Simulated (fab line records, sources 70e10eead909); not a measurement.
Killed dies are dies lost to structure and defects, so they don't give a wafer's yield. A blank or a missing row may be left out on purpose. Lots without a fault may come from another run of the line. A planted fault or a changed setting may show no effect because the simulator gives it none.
Which tool did it? | flow nand_harc | 22 lots, 66 wafers sampled, at 6 steps of a route of 1302

WHAT THE GAUGES READ, wafer by wafer
The record holds no reading of a measuring or inspecting step that can be judged against a usual standard deviation.

WHICH TOOL RAN EACH LOT (tool, then ch and the chambers of the sampled wafers, then the start)
lot  | NHARC_A_STAIRCASE_ETCH_169         | NHARC_A_STAIRCASE_TRIM_14                     | NHARC_A_STAIRCASE_ETCH_27                     | NHARC_A_STAIRCASE_DESCUM_186       | NHARC_A_STAIRCASE_ETCH_190     | NHARC_A_STAIRCASE_ETCH_221
L074 | rie_diel-09 ch 0,1,3, day 15 07:07 | rie_diel-02 ch 0,1,2, day 15 16:37 or earlier | rie_diel-02 ch 2,3, day 15 16:37 or earlier   | rie_diel-09 ch 0,1,2, day 15 16:37 | rie_diel-09 ch 2,3, no start   | rie_diel-09 ch 0,1, no start
L075 | rie_diel-02 ch 0,1,3, day 16 11:06 | rie_diel-09 ch 0,1,2, day 16 17:48 or earlier | rie_diel-09 ch 0,2,3, day 16 17:48 or earlier | rie_diel-08 ch 0,2,3, day 16 17:48 | rie_diel-08 ch 1,2,3, no start | rie_diel-08 ch 0,1, no start
L076 | rie_diel-08 ch 0,2, day 16 21:10   | rie_diel-08 ch 0,1,2, day 17 02:45 or earlier | rie_diel-02 ch 0,1,3, day 17 02:45 or earlier | rie_diel-02 ch 1,2,3, day 17 02:45 | rie_diel-02 ch 0,1,2, no start | rie_diel-02 ch 0,2,3, no start
L077 | rie_diel-08 ch 2,3, day 17 19:37   | rie_diel-02 ch 0,1,3, day 18 00:55 or earlier | rie_diel-09 ch 0,1, day 18 00:55 or earlier   | rie_diel-09 ch 0,2,3, day 18 00:55 | rie_diel-09 ch 1,3, no start   | rie_diel-02 ch 1,2, no start
L080 | rie_diel-09 ch 0,1,2, day 17 22:00 | rie_diel-09 ch 0,3, day 18 03:26 or earlier   | rie_diel-02 ch 0,1,2, day 18 03:26 or earlier | rie_diel-09 ch 0,2,3, day 18 03:26 | rie_diel-09 ch 1,3, no start   | rie_diel-08 ch 0,2, no start
L079 | rie_diel-09 ch 0,1,3, day 18 04:54 | rie_diel-09 ch 0,1, day 18 10:31 or earlier   | rie_diel-09 ch 0,3, day 18 10:31 or earlier   | rie_diel-08 ch 0,1, day 18 10:31   | rie_diel-08 ch 0,2,3, no start | rie_diel-08 ch 0,1, no start
L081 | rie_diel-09 ch 2,3, day 18 18:28   | rie_diel-09 ch 0,1, day 19 02:19 or earlier   | rie_diel-02 ch 0,2, day 19 02:19 or earlier   | rie_diel-08 ch 0,1, day 19 02:19   | rie_diel-08 ch 0,1, no start   | rie_diel-08 ch 1,2, no start
L082 | rie_diel-02 ch 0,1,3, day 19 02:29 | rie_diel-08 ch 1,2,3, day 19 07:53 or earlier | rie_diel-08 ch 0,2,3, day 19 07:53 or earlier | rie_diel-09 ch 0,2, day 19 07:53   | rie_diel-09 ch 0,1,2, no start | rie_diel-02 ch 0,1,3, no start
L083 | rie_diel-09 ch 1,2,3, day 19 15:34 | rie_diel-08 ch 0,2,3, day 19 21:48 or earlier | rie_diel-08 ch 0,1,3, day 19 21:48 or earlier | rie_diel-02 ch 1,3, day 19 21:48   | rie_diel-02 ch 1,2, no start   | rie_diel-08 ch 0,1,3, no start
L085 | rie_diel-08 ch 0,1,3, day 20 06:08 | rie_diel-08 ch 0,2,3, day 20 11:29 or earlier | rie_diel-08 ch 1,3, day 20 11:29 or earlier   | rie_diel-02 ch 1,2,3, day 20 11:29 | rie_diel-02 ch 0,1,3, no start | rie_diel-08 ch 2,3, no start
L084 | rie_diel-09 ch 0,1,2, day 20 06:20 | rie_diel-02 ch 0,1,2, day 20 12:11 or earlier | rie_diel-02 ch 1,2, day 20 12:11 or earlier   | rie_diel-08 ch 0,2,3, day 20 12:11 | rie_diel-08 ch 0,3, no start   | rie_diel-08 ch 0,1, no start
L086 | rie_diel-09 ch 1,2,3, day 20 21:39 | rie_diel-08 ch 1,2,3, day 21 06:05 or earlier | rie_diel-08 ch 0,1,2, day 21 06:05 or earlier | rie_diel-09 ch 1,2,3, day 21 06:05 | rie_diel-09 ch 0,2,3, no start | rie_diel-09 ch 1,2,3, no start
L087 | rie_diel-02 ch 2,3, day 20 21:50   | rie_diel-02 ch 1,3, day 21 05:57 or earlier   | rie_diel-09 ch 1,2,3, day 21 05:57 or earlier | rie_diel-02 ch 0,1,2, day 21 05:57 | rie_diel-02 ch 0,1,2, no start | rie_diel-08 ch 0,2,3, no start
L089 | rie_diel-08 ch 0,1, day 22 03:33   | rie_diel-08 ch 1,2,3, day 22 08:49 or earlier | rie_diel-08 ch 0,3, day 22 08:49 or earlier   | rie_diel-02 ch 0,2,3, day 22 08:49 | rie_diel-02 ch 1,2, no start   | rie_diel-02 ch 2,3, no start
L090 | rie_diel-02 ch 0,1,2, day 22 11:08 | rie_diel-09 ch 0,1,3, day 22 16:37 or earlier | rie_diel-09 ch 0,1,2, day 22 16:37 or earlier | rie_diel-08 ch 0,1,3, day 22 16:37 | rie_diel-08 ch 0,1,3, no start | rie_diel-02 ch 0,1,2, no start
L088 | rie_diel-09 ch 0,1, day 22 11:12   | rie_diel-08 ch 1,2,3, day 22 17:41 or earlier | rie_diel-08 ch 0,1,2, day 22 17:41 or earlier | rie_diel-02 ch 0,1,2, day 22 17:41 | rie_diel-02 ch 0,2,3, no start | rie_diel-08 ch 1,2,3, no start
L092 | rie_diel-08 ch 0,1, day 23 00:01   | rie_diel-08 ch 0,2,3, day 23 05:19 or earlier | rie_diel-08 ch 2,3, day 23 05:19 or earlier   | rie_diel-08 ch 0,1,2, day 23 05:19 | rie_diel-08 ch 0,1, no start   | rie_diel-09 ch 0,1, no start
L093 | rie_diel-02 ch 1,2,3, day 23 11:43 | rie_diel-02 ch 1,3, day 23 17:23 or earlier   | rie_diel-09 ch 1,2,3, day 23 17:23 or earlier | rie_diel-02 ch 2,3, day 23 17:23   | rie_diel-02 ch 0,2,3, no start | rie_diel-02 ch 0,2, no start
L094 | rie_diel-02 ch 1,2,3, day 23 11:55 | rie_diel-08 ch 1,2, day 23 17:46 or earlier   | rie_diel-02 ch 2,3, day 23 17:46 or earlier   | rie_diel-09 ch 0,2,3, day 23 17:46 | rie_diel-09 ch 0,1,3, no start | rie_diel-02 ch 0,1,2, no start
L095 | rie_diel-09 ch 0,1,3, day 24 06:57 | rie_diel-09 ch 0,3, day 24 12:28 or earlier   | rie_diel-08 ch 0,1,2, day 24 12:28 or earlier | rie_diel-02 ch 1,2,3, day 24 12:28 | rie_diel-02 ch 0,2,3, no start | rie_diel-02 ch 0,2,3, no start
L096 | rie_diel-08 ch 0,1, day 24 11:22   | rie_diel-09 ch 1,2,3, day 24 16:49 or earlier | rie_diel-09 ch 0,1,2, day 24 16:49 or earlier | rie_diel-08 ch 0,1,3, day 24 16:49 | rie_diel-08 ch 1,2, no start   | rie_diel-02 ch 1,2, no start
L097 | rie_diel-08 ch 0,1,3, day 25 11:48 | rie_diel-02 ch 0,1,2, day 25 17:10 or earlier | rie_diel-02 ch 1,2,3, day 25 17:10 or earlier | rie_diel-08 ch 0,1,2, day 25 17:10 | rie_diel-08 ch 0,2,3, no start | rie_diel-08 ch 0,1,2, no start
- NHARC_A_STAIRCASE_ETCH_169: etches the open film in CH3F/O2, target depth 50 nm, time 107.1 s.
- NHARC_A_STAIRCASE_TRIM_14: chemistry O2, time 211.2 s.
- NHARC_A_STAIRCASE_ETCH_27: etches the open film in C4F8/O2, target depth 100 nm, time 40.5 s.
- NHARC_A_STAIRCASE_DESCUM_186: chemistry O2, time 3 s.
- NHARC_A_STAIRCASE_ETCH_190: etches the open film in C4F8/O2, target depth 100 nm, time 40.5 s.
- NHARC_A_STAIRCASE_ETCH_221: etches the open film in C4F8/O2, target depth 100 nm, time 40.5 s.

WHAT THE TOOLS THEMSELVES READ (means of the sampled wafers that have a number; where no wafer has one, the mark that the record gives instead)
NHARC_A_STAIRCASE_ETCH_169. Usual: bias_w 100.03 W, standard deviation 0.29; drypump_motor_current_A 5.8 A, standard deviation 0.5; oes_product_au 0.960 a.u., standard deviation 0.016; rf_vpp_V 244.3 V, standard deviation 2; showerhead_plenum_p_Torr 2.46 Torr, standard deviation 0.13; throttle_valve_pct 20.662 %, standard deviation 0.0093.
lot  | tool        | bias_w (W) | drypump_motor_current_A (A) | oes_product_au (a.u.) | rf_vpp_V (V) | showerhead_plenum_p_Torr (Torr) | throttle_valve_pct (%) | flag
L074 | rie_diel-09 | 99.98      | 5.8                         | 0.953                 | 243.5        | 2.43                            | 20.663                 |
L075 | rie_diel-02 | 100.09     | 6.2                         | 0.971                 | 246.0        | 2.58                            | 20.658                 |
L076 | rie_diel-08 | 100.06     | 5.3                         | 0.971                 | 242.6        | 2.35                            | 20.657                 |
L077 | rie_diel-08 | 100.19     | 5.7                         | 0.961                 | 242.5        | 2.35                            | 20.666                 |
L080 | rie_diel-09 | 99.92      | 5.4                         | 0.957                 | 244.9        | 2.53                            | 20.660                 |
L079 | rie_diel-09 | 99.68      | 5.8                         | 0.947                 | 244.0        | 2.42                            | 20.661                 |
L081 | rie_diel-09 | 100.12     | 6.0                         | 0.982                 | 244.0        | 2.41                            | 20.658                 |
L082 | rie_diel-02 | 100.00     | 6.2                         | 0.973                 | 246.4        | 2.57                            | 20.659                 |
L083 | rie_diel-09 | 100.29     | 5.8                         | 0.949                 | 244.8        | 2.50                            | 20.672                 |
L085 | rie_diel-08 | 99.93      | 5.8                         | 0.960                 | 241.6        | 2.35                            | 20.661                 |
L084 | rie_diel-09 | 100.14     | 5.4                         | 0.963                 | 244.9        | 2.52                            | 20.661                 |
L086 | rie_diel-09 | 100.24     | 5.8                         | 0.933                 | 244.7        | 2.50                            | 20.663                 |
L087 | rie_diel-02 | 100.16     | 6.4                         | 0.974                 | 245.2        | 2.54                            | 20.663                 |
L089 | rie_diel-08 | 100.11     | 5.8                         | 0.968                 | 243.4        | 2.40                            | 20.661                 |
L090 | rie_diel-02 | 100.08     | 5.9                         | 0.971                 | 245.4        | 2.47                            | 20.664                 |
L088 | rie_diel-09 | 99.96      | 5.4                         | 0.973                 | 244.6        | 2.42                            | 20.666                 |
L092 | rie_diel-08 | 99.97      | 5.8                         | 0.966                 | 242.8        | 2.39                            | 20.668                 |
L093 | rie_diel-02 | 99.94      | 6.2                         | 0.965                 | 245.0        | 2.47                            | 20.669                 |
L094 | rie_diel-02 | 99.88      | 6.2                         | 0.948                 | 244.8        | 2.47                            | 20.657                 |
L095 | rie_diel-09 | 99.93      | 5.8                         | 0.929                 | 244.1        | 2.40                            | 20.664                 |
L096 | rie_diel-08 | 100.20     | 5.8                         | 0.964                 | 245.3        | 2.52                            | 20.666                 |
L097 | rie_diel-08 | 99.87      | 5.8                         | 0.964                 | 246.5        | 2.59                            | 20.665                 |

NHARC_A_STAIRCASE_TRIM_14. Usual: drypump_motor_current_A 5.8 A, standard deviation 0.49; oes_product_au 1.002 a.u., standard deviation 0.0089; rf_vpp_V 57.8 V, standard deviation 0.92; showerhead_plenum_p_Torr 3.49 Torr, standard deviation 0.18; throttle_valve_pct 17.037 %, standard deviation 0.0086.
lot  | tool        | drypump_motor_current_A (A) | oes_product_au (a.u.) | rf_vpp_V (V) | showerhead_plenum_p_Torr (Torr) | throttle_valve_pct (%) | flag
L074 | rie_diel-02 | 6.0                         | 1.010                 | 57.1         | 3.57                            | 17.042                 |
L075 | rie_diel-09 | 5.4                         | 1.005                 | 58.2         | 3.63                            | 17.032                 |
L076 | rie_diel-08 | 5.5                         | 0.996                 | 57.5         | 3.42                            | 17.044                 |
L077 | rie_diel-02 | 6.1                         | 0.998                 | 57.9         | 3.69                            | 17.033                 |
L080 | rie_diel-09 | 5.6                         | 0.999                 | 57.6         | 3.36                            | 17.042                 |
L079 | rie_diel-09 | 5.4                         | 1.004                 | 57.7         | 3.49                            | 17.041                 |
L081 | rie_diel-09 | 5.4                         | 0.992                 | 57.6         | 3.49                            | 17.042                 |
L082 | rie_diel-08 | 6.0                         | 1.011                 | 57.5         | 3.42                            | 17.028                 |
L083 | rie_diel-08 | 5.5                         | 1.004                 | 57.7         | 3.33                            | 17.034                 |
L085 | rie_diel-08 | 5.5                         | 1.001                 | 57.9         | 3.33                            | 17.040                 |
L084 | rie_diel-02 | 6.0                         | 1.008                 | 58.2         | 3.55                            | 17.038                 |
L086 | rie_diel-08 | 5.9                         | 0.997                 | 57.4         | 3.41                            | 17.032                 |
L087 | rie_diel-02 | 6.3                         | 1.001                 | 58.4         | 3.60                            | 17.039                 |
L089 | rie_diel-08 | 5.9                         | 1.001                 | 59.3         | 3.41                            | 17.040                 |
L090 | rie_diel-09 | 5.8                         | 1.005                 | 57.5         | 3.45                            | 17.036                 |
L088 | rie_diel-08 | 6.0                         | 1.003                 | 58.7         | 3.41                            | 17.038                 |
L092 | rie_diel-08 | 5.5                         | 0.998                 | 56.9         | 3.32                            | 17.034                 |
L093 | rie_diel-02 | 6.3                         | 1.006                 | 57.1         | 3.59                            | 17.032                 |
L094 | rie_diel-08 | 5.7                         | 1.000                 | 57.6         | 3.44                            | 17.036                 |
L095 | rie_diel-09 | 5.6                         | 1.001                 | 57.2         | 3.33                            | 17.033                 |
L096 | rie_diel-09 | 5.8                         | 0.992                 | 57.2         | 3.57                            | 17.040                 |
L097 | rie_diel-02 | 6.0                         | 1.006                 | 58.3         | 3.53                            | 17.033                 |

NHARC_A_STAIRCASE_ETCH_27. Usual: bias_w 1000 W, standard deviation 3.2; oes_product_au 0.948 a.u., standard deviation 0.011; rf_vpp_V 895 V, standard deviation 6.9.
lot  | tool        | bias_w (W) | oes_product_au (a.u.) | rf_vpp_V (V) | flag
L074 | rie_diel-02 | 1002       | 0.934                 | 902          |
L075 | rie_diel-09 | 996        | 0.939                 | 894          |
L076 | rie_diel-02 | 1000       | 0.950                 | 901          |
L077 | rie_diel-09 | 999        | 0.958                 | 899          |
L080 | rie_diel-02 | 1000       | 0.948                 | 897          |
L079 | rie_diel-09 | 999        | 0.943                 | 889          |
L081 | rie_diel-02 | 998        | 0.950                 | 900          |
L082 | rie_diel-08 | 999        | 0.933                 | 888          |
L083 | rie_diel-08 | 1000       | 0.944                 | 890          |
L085 | rie_diel-08 | 1001       | 0.942                 | 891          |
L084 | rie_diel-02 | 1002       | 0.952                 | 894          |
L086 | rie_diel-08 | 1000       | 0.954                 | 892          |
L087 | rie_diel-09 | 998        | 0.951                 | 897          |
L089 | rie_diel-08 | 1002       | 0.949                 | 886          |
L090 | rie_diel-09 | 1001       | 0.946                 | 900          |
L088 | rie_diel-08 | 1001       | 0.946                 | 891          |
L092 | rie_diel-08 | 1002       | 0.936                 | 889          |
L093 | rie_diel-09 | 999        | 0.958                 | 898          |
L094 | rie_diel-02 | 1000       | 0.944                 | 900          |
L095 | rie_diel-08 | 1003       | 0.947                 | 896          |
L096 | rie_diel-09 | 1006       | 0.949                 | 899          |
L097 | rie_diel-02 | 1003       | 0.947                 | 896          |

NHARC_A_STAIRCASE_DESCUM_186. Usual: drypump_motor_current_A 5.9 A, standard deviation 0.5; oes_product_au 1.003 a.u., standard deviation 0.01; rf_vpp_V 57.6 V, standard deviation 1; showerhead_plenum_p_Torr 1.90 Torr, standard deviation 0.1; throttle_valve_pct 11.312 %, standard deviation 0.0086.
lot  | tool        | drypump_motor_current_A (A) | oes_product_au (a.u.) | rf_vpp_V (V) | showerhead_plenum_p_Torr (Torr) | throttle_valve_pct (%) | flag
L074 | rie_diel-09 | 5.4                         | 0.989                 | 58.3         | 1.97                            | 11.316                 |
L075 | rie_diel-08 | 5.5                         | 1.010                 | 57.3         | 1.81                            | 11.306                 |
L076 | rie_diel-02 | 6.2                         | 1.013                 | 58.0         | 1.94                            | 11.308                 |
L077 | rie_diel-09 | 5.6                         | 0.995                 | 57.5         | 1.88                            | 11.313                 |
L080 | rie_diel-09 | 5.6                         | 1.003                 | 58.1         | 1.88                            | 11.313                 |
L079 | rie_diel-08 | 5.8                         | 1.010                 | 57.3         | 1.87                            | 11.311                 |
L081 | rie_diel-08 | 5.3                         | 0.995                 | 57.5         | 1.82                            | 11.309                 |
L082 | rie_diel-09 | 5.3                         | 1.000                 | 57.3         | 1.89                            | 11.318                 |
L083 | rie_diel-02 | 6.3                         | 1.013                 | 57.8         | 1.96                            | 11.317                 |
L085 | rie_diel-02 | 6.2                         | 1.005                 | 57.6         | 1.94                            | 11.309                 |
L084 | rie_diel-08 | 5.5                         | 1.008                 | 57.4         | 1.80                            | 11.316                 |
L086 | rie_diel-09 | 5.8                         | 1.010                 | 57.9         | 1.95                            | 11.310                 |
L087 | rie_diel-02 | 6.0                         | 1.004                 | 57.4         | 1.93                            | 11.311                 |
L089 | rie_diel-02 | 6.1                         | 0.997                 | 57.8         | 1.97                            | 11.308                 |
L090 | rie_diel-08 | 5.8                         | 1.007                 | 57.0         | 1.82                            | 11.310                 |
L088 | rie_diel-02 | 6.0                         | 0.997                 | 57.7         | 1.92                            | 11.308                 |
L092 | rie_diel-08 | 5.5                         | 1.004                 | 57.4         | 1.84                            | 11.313                 |
L093 | rie_diel-02 | 6.4                         | 1.001                 | 58.0         | 1.98                            | 11.311                 |
L094 | rie_diel-09 | 5.6                         | 1.001                 | 58.4         | 1.87                            | 11.309                 |
L095 | rie_diel-02 | 6.3                         | 1.002                 | 57.8         | 1.92                            | 11.321                 |
L096 | rie_diel-08 | 5.8                         | 0.992                 | 58.6         | 2.02                            | 11.307                 |
L097 | rie_diel-08 | 5.5                         | 0.994                 | 56.7         | 1.94                            | 11.302                 |

NHARC_A_STAIRCASE_ETCH_190. Usual: bias_w 1000 W, standard deviation 3; oes_product_au 0.944 a.u., standard deviation 0.011; rf_vpp_V 895 V, standard deviation 6.9.
lot  | tool        | bias_w (W) | oes_product_au (a.u.) | rf_vpp_V (V) | flag
L074 | rie_diel-09 | 998        | 0.931                 | 900          |
L075 | rie_diel-08 | 1002       | 0.946                 | 893          |
L076 | rie_diel-02 | 1000       | 0.950                 | 898          |
L077 | rie_diel-09 | 997        | 0.959                 | 893          |
L080 | rie_diel-09 | 1005       | 0.947                 | 893          |
L079 | rie_diel-08 | 996        | 0.941                 | 889          |
L081 | rie_diel-08 | 999        | 0.940                 | 890          |
L082 | rie_diel-09 | 998        | 0.956                 | 899          |
L083 | rie_diel-02 | 1001       | 0.926                 | 892          |
L085 | rie_diel-02 | 999        | 0.943                 | 902          |
L084 | rie_diel-08 | 1003       | 0.950                 | 886          |
L086 | rie_diel-09 | 999        | 0.936                 | 893          |
L087 | rie_diel-02 | 1001       | 0.949                 | 897          |
L089 | rie_diel-02 | 1000       | 0.955                 | 893          |
L090 | rie_diel-08 | 1001       | 0.951                 | 890          |
L088 | rie_diel-02 | 1002       | 0.929                 | 899          |
L092 | rie_diel-08 | 1004       | 0.941                 | 889          |
L093 | rie_diel-02 | 1002       | 0.933                 | 899          |
L094 | rie_diel-09 | 1001       | 0.953                 | 892          |
L095 | rie_diel-02 | 1001       | 0.940                 | 899          |
L096 | rie_diel-08 | 1003       | 0.951                 | 894          |
L097 | rie_diel-08 | 1001       | 0.939                 | 901          |

NHARC_A_STAIRCASE_ETCH_221. Usual: bias_w 999.9 W, standard deviation 2.8; oes_product_au 0.945 a.u., standard deviation 0.014; rf_vpp_V 894 V, standard deviation 6.3.
lot  | tool        | bias_w (W) | oes_product_au (a.u.) | rf_vpp_V (V) | flag
L074 | rie_diel-09 | 1001.6     | 0.932                 | 895          |
L075 | rie_diel-08 | 1000.2     | 0.933                 | 891          |
L076 | rie_diel-02 | 998.9      | 0.961                 | 900          |
L077 | rie_diel-02 | 1001.5     | 0.927                 | 895          |
L080 | rie_diel-08 | 1000.1     | 0.947                 | 889          |
L079 | rie_diel-08 | 999.4      | 0.948                 | 892          |
L081 | rie_diel-08 | 1000.9     | 0.949                 | 893          |
L082 | rie_diel-02 | 1000.4     | 0.955                 | 901          |
L083 | rie_diel-08 | 1000.6     | 0.947                 | 890          |
L085 | rie_diel-08 | 998.4      | 0.968                 | 889          |
L084 | rie_diel-08 | 1002.2     | 0.941                 | 893          |
L086 | rie_diel-09 | 997.9      | 0.940                 | 898          |
L087 | rie_diel-08 | 999.4      | 0.951                 | 889          |
L089 | rie_diel-02 | 1000.3     | 0.948                 | 900          |
L090 | rie_diel-02 | 1001.1     | 0.948                 | 898          |
L088 | rie_diel-08 | 1000.3     | 0.917                 | 892          |
L092 | rie_diel-09 | 997.9      | 0.949                 | 898          |
L093 | rie_diel-02 | 1000.4     | 0.944                 | 894          |
L094 | rie_diel-02 | 999.7      | 0.940                 | 897          |
L095 | rie_diel-02 | 1000.4     | 0.950                 | 899          |
L096 | rie_diel-02 | 999.4      | 0.958                 | 892          |
L097 | rie_diel-08 | 999.0      | 0.928                 | 898          |

THE ANSWER, worked out from the rows above alone
Rule: a lot is off if the mean of its wafers that have a number lies more than 3 standard deviations from the usual mean. A lot without any number at a reading at which 4 lots or more have one is off too. The other lots that the step has rows for count as sound. The gauges are gone through in route order, then the tools' own readings, and for those a lot's mean is taken as printed above. The first step at which some lot is off is used, and at that step the reading that is off furthest; a lot without a number counts as furthest.
No lot is off at any reading shown: from this, nothing can be told.

WHAT THE SIMULATOR HAD PUT IN
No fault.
